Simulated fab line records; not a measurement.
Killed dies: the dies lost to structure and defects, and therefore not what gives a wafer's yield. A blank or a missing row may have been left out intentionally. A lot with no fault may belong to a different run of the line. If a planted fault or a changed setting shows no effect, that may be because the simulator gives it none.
Split-lot experiment :: flow n5 finfet :: 39 wafers read across 7 lots, on a route 1938 steps long

## SPLIT DETAILS
At N5_SD_EPI_N_ETCH_16 (etches SiO2 in CHF3/O2, target depth 5 nm), the setting target depth a was moved away from the recipe's 50 angstrom on 12 of the 39 wafers read, by -53.2% to +45.9%. All remaining wafers had this setting at the recipe value.

The reading comes from the split's own step.

## THE READING
SiARC_of_SD_EPI_N_COAT_33.thk nm (the simulator's own value, which no gauge read), in nm, at N5_SD_EPI_N_ETCH_16 (etches SiO2 in CHF3/O2, target depth 5 nm). The file does not state a usual value for it. The 27 wafers here that ran the recipe average 12.4 nm, standard deviation 0.38 nm.

wafer: L085.1
tool, chamber at the split: rie diel-03, 1
target depth a as run, angstrom: 50
against the recipe: recipe
SiARC_of_SD_EPI_N_COAT_33.thk nm, nm: 12.2
against lot-mates on the recipe: -

wafer: L085.2
tool, chamber at the split: rie diel-03, 2
target depth a as run, angstrom: 34.31
against the recipe: -31.4%
SiARC_of_SD_EPI_N_COAT_33.thk nm, nm: 13.4
against lot-mates on the recipe: +0.9

wafer: L085.3
tool, chamber at the split: rie diel-03, 0
target depth a as run, angstrom: 34.31
against the recipe: -31.4%
SiARC_of_SD_EPI_N_COAT_33.thk nm, nm: 12.8
against lot-mates on the recipe: +0.3

wafer: L085.4
tool, chamber at the split: rie diel-03, 3
target depth a as run, angstrom: 50
against the recipe: recipe
SiARC_of_SD_EPI_N_COAT_33.thk nm, nm: 13
against lot-mates on the recipe: -

wafer: L085.5
tool, chamber at the split: rie diel-03, 2
target depth a as run, angstrom: 34.31
against the recipe: -31.4%
SiARC_of_SD_EPI_N_COAT_33.thk nm, nm: 13.6
against lot-mates on the recipe: +1.1

wafer: L085.6
tool, chamber at the split: rie diel-03, 1
target depth a as run, angstrom: 50
against the recipe: recipe
SiARC_of_SD_EPI_N_COAT_33.thk nm, nm: 12.2
against lot-mates on the recipe: -

wafer: L086.1
tool, chamber at the split: rie diel-04, 3
target depth a as run, angstrom: 50
against the recipe: recipe
SiARC_of_SD_EPI_N_COAT_33.thk nm, nm: 13
against lot-mates on the recipe: -

wafer: L086.2
tool, chamber at the split: rie diel-04, 2
target depth a as run, angstrom: 50
against the recipe: recipe
SiARC_of_SD_EPI_N_COAT_33.thk nm, nm: 12.6
against lot-mates on the recipe: -

wafer: L086.3
tool, chamber at the split: rie diel-04, 1
target depth a as run, angstrom: 50
against the recipe: recipe
SiARC_of_SD_EPI_N_COAT_33.thk nm, nm: 12.2
against lot-mates on the recipe: -

wafer: L086.6
tool, chamber at the split: rie diel-04, 1
target depth a as run, angstrom: 50
against the recipe: recipe
SiARC_of_SD_EPI_N_COAT_33.thk nm, nm: 12.2
against lot-mates on the recipe: -

wafer: L086.4
tool, chamber at the split: rie diel-04, 0
target depth a as run, angstrom: 50
against the recipe: recipe
SiARC_of_SD_EPI_N_COAT_33.thk nm, nm: 12.6
against lot-mates on the recipe: -

wafer: L086.5
tool, chamber at the split: rie diel-04, 2
target depth a as run, angstrom: 50
against the recipe: recipe
SiARC_of_SD_EPI_N_COAT_33.thk nm, nm: 12.6
against lot-mates on the recipe: -

wafer: L087.1
tool, chamber at the split: rie diel-04, 3
target depth a as run, angstrom: 38.9
against the recipe: -22.2%
SiARC_of_SD_EPI_N_COAT_33.thk nm, nm: 13.6
against lot-mates on the recipe: +1.3

wafer: L087.2
tool, chamber at the split: rie diel-04, 1
target depth a as run, angstrom: 50
against the recipe: recipe
SiARC_of_SD_EPI_N_COAT_33.thk nm, nm: 12.2
against lot-mates on the recipe: -

wafer: L087.3
tool, chamber at the split: rie diel-04, 2
target depth a as run, angstrom: 38.9
against the recipe: -22.2%
SiARC_of_SD_EPI_N_COAT_33.thk nm, nm: 13.2
against lot-mates on the recipe: +0.9

wafer: L087.4
tool, chamber at the split: rie diel-04, 0
target depth a as run, angstrom: 50
against the recipe: recipe
SiARC_of_SD_EPI_N_COAT_33.thk nm, nm: 12.4
against lot-mates on the recipe: -

wafer: L087.5
tool, chamber at the split: rie diel-04, 3
target depth a as run, angstrom: 38.9
against the recipe: -22.2%
SiARC_of_SD_EPI_N_COAT_33.thk nm, nm: 13.4
against lot-mates on the recipe: +1.1

wafer: L087.6
tool, chamber at the split: rie diel-04, 2
target depth a as run, angstrom: 50
against the recipe: recipe
SiARC_of_SD_EPI_N_COAT_33.thk nm, nm: 12.4
against lot-mates on the recipe: -

wafer: L089.1
tool, chamber at the split: rie diel-04, 0
target depth a as run, angstrom: 50
against the recipe: recipe
SiARC_of_SD_EPI_N_COAT_33.thk nm, nm: 12.6
against lot-mates on the recipe: -

wafer: L089.2
tool, chamber at the split: rie diel-04, 3
target depth a as run, angstrom: 72.94
against the recipe: +45.9%
SiARC_of_SD_EPI_N_COAT_33.thk nm, nm: 11.4
against lot-mates on the recipe: -1.3

wafer: L089.3
tool, chamber at the split: rie diel-04, 1
target depth a as run, angstrom: 72.94
against the recipe: +45.9%
SiARC_of_SD_EPI_N_COAT_33.thk nm, nm: 10.6
against lot-mates on the recipe: -2.1

wafer: L089.4
tool, chamber at the split: rie diel-04, 3
target depth a as run, angstrom: 50
against the recipe: recipe
SiARC_of_SD_EPI_N_COAT_33.thk nm, nm: 13
against lot-mates on the recipe: -

wafer: L089.5
tool, chamber at the split: rie diel-04, 1
target depth a as run, angstrom: 72.94
against the recipe: +45.9%
SiARC_of_SD_EPI_N_COAT_33.thk nm, nm: 10.6
against lot-mates on the recipe: -2.1

wafer: L089.6
tool, chamber at the split: rie diel-04, 0
target depth a as run, angstrom: 50
against the recipe: recipe
SiARC_of_SD_EPI_N_COAT_33.thk nm, nm: 12.4
against lot-mates on the recipe: -

wafer: L092.1
tool, chamber at the split: rie diel-02, 2
target depth a as run, angstrom: 50
against the recipe: recipe
SiARC_of_SD_EPI_N_COAT_33.thk nm, nm: 12.4
against lot-mates on the recipe: -

wafer: L092.3
tool, chamber at the split: rie diel-02, 0
target depth a as run, angstrom: 50
against the recipe: recipe
SiARC_of_SD_EPI_N_COAT_33.thk nm, nm: 12.4
against lot-mates on the recipe: -

wafer: L092.5
tool, chamber at the split: rie diel-02, 1
target depth a as run, angstrom: 50
against the recipe: recipe
SiARC_of_SD_EPI_N_COAT_33.thk nm, nm: 13.4
against lot-mates on the recipe: -

wafer: L094.1
tool, chamber at the split: rie diel-04, 1
target depth a as run, angstrom: 50
against the recipe: recipe
SiARC_of_SD_EPI_N_COAT_33.thk nm, nm: 12.4
against lot-mates on the recipe: -

wafer: L094.2
tool, chamber at the split: rie diel-04, 0
target depth a as run, angstrom: 50
against the recipe: recipe
SiARC_of_SD_EPI_N_COAT_33.thk nm, nm: 12.6
against lot-mates on the recipe: -

wafer: L094.3
tool, chamber at the split: rie diel-04, 2
target depth a as run, angstrom: 50
against the recipe: recipe
SiARC_of_SD_EPI_N_COAT_33.thk nm, nm: 11.8
against lot-mates on the recipe: -

wafer: L094.4
tool, chamber at the split: rie diel-04, 2
target depth a as run, angstrom: 50
against the recipe: recipe
SiARC_of_SD_EPI_N_COAT_33.thk nm, nm: 11.8
against lot-mates on the recipe: -

wafer: L094.5
tool, chamber at the split: rie diel-04, 0
target depth a as run, angstrom: 50
against the recipe: recipe
SiARC_of_SD_EPI_N_COAT_33.thk nm, nm: 12.4
against lot-mates on the recipe: -

wafer: L094.6
tool, chamber at the split: rie diel-04, 1
target depth a as run, angstrom: 50
against the recipe: recipe
SiARC_of_SD_EPI_N_COAT_33.thk nm, nm: 12
against lot-mates on the recipe: -

wafer: L095.1
tool, chamber at the split: rie diel-04, 0
target depth a as run, angstrom: 50
against the recipe: recipe
SiARC_of_SD_EPI_N_COAT_33.thk nm, nm: 12.4
against lot-mates on the recipe: -

wafer: L095.2
tool, chamber at the split: rie diel-04, 2
target depth a as run, angstrom: 23.42
against the recipe: -53.2%
SiARC_of_SD_EPI_N_COAT_33.thk nm, nm: 13.6
against lot-mates on the recipe: +1.5

wafer: L095.3
tool, chamber at the split: rie diel-04, 1
target depth a as run, angstrom: 23.42
against the recipe: -53.2%
SiARC_of_SD_EPI_N_COAT_33.thk nm, nm: 14
against lot-mates on the recipe: +1.9

wafer: L095.4
tool, chamber at the split: rie diel-04, 0
target depth a as run, angstrom: 23.42
against the recipe: -53.2%
SiARC_of_SD_EPI_N_COAT_33.thk nm, nm: 14.4
against lot-mates on the recipe: +2.3

wafer: L095.5
tool, chamber at the split: rie diel-04, 2
target depth a as run, angstrom: 50
against the recipe: recipe
SiARC_of_SD_EPI_N_COAT_33.thk nm, nm: 11.8
against lot-mates on the recipe: -

wafer: L095.6
tool, chamber at the split: rie diel-04, 1
target depth a as run, angstrom: 50
against the recipe: recipe
SiARC_of_SD_EPI_N_COAT_33.thk nm, nm: 12
against lot-mates on the recipe: -

FIT RESULTS
A straight line over all 39 wafers: SiARC_of_SD_EPI_N_COAT_33.thk nm changes by -0.0319 nm for each +1% of target depth a; r = -0.88; the points scatter about the line by 0.38 nm.
The same after taking each lot's own level away (the mean of its wafers on the recipe; 39 wafers): -0.0367 nm for each +1%; r = -0.92; scatter 0.34 nm.
According to that fit, moving target depth a by its largest amount changes the reading by 2 nm.
Measured against the standard deviation above, the lots' own levels, which go from 12.07 to 12.73 nm, span 1.8 times it.
In other words, the slope is changed by the lot-to-lot level; the two fits disagree.
Check: +2.01 nm against its lot-mates is what the line predicts for one of the wafers moved furthest among these (-53.2%) when that wafer is left out of the fit. It came out at +1.53 nm against them.

## ADDITIONAL SPLITS CARRIED BY THESE WAFERS
These wafers also went through other splits before the reading. Each is held against what the fit with the lots' levels taken away leaves over:
other split on the same wafers: N5_ZERO_LAYER_ETCH_18 target depth a
wafers away from the commonest value: 12
r with SiARC_of_SD_EPI_N_COAT_33.thk nm (lot level and that fit taken away): +0.19

other split on the same wafers: N5_FIN_SAQP_PECVD_06 time s
wafers away from the commonest value: 18
r with SiARC_of_SD_EPI_N_COAT_33.thk nm (lot level and that fit taken away): -0.03

## THE WHOLE CHAIN: every reading that the file lists as answering this split, in the file's order
step: N5_SD_EPI_N_ETCH_16
what it does: etches SiO2 in CHF3/O2, target depth 5 nm
reading: etch.depth nm (the simulator's own value, which no gauge read)
change (the file's fit): +0.0503 nm for each +1% of the setting
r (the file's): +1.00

step: N5_SD_EPI_N_ETCH_16
what it does: etches SiO2 in CHF3/O2, target depth 5 nm
reading: SiARC_of_SD_EPI_N_COAT_33.thk nm (the simulator's own value, which no gauge read)
change (the file's fit): -0.0365 nm for each +1% of the setting
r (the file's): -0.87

## FILE'S OWN FIT
SiARC_of_SD_EPI_N_COAT_33.thk nm changes by -0.0365 nm for each +1% of target depth a, r = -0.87.
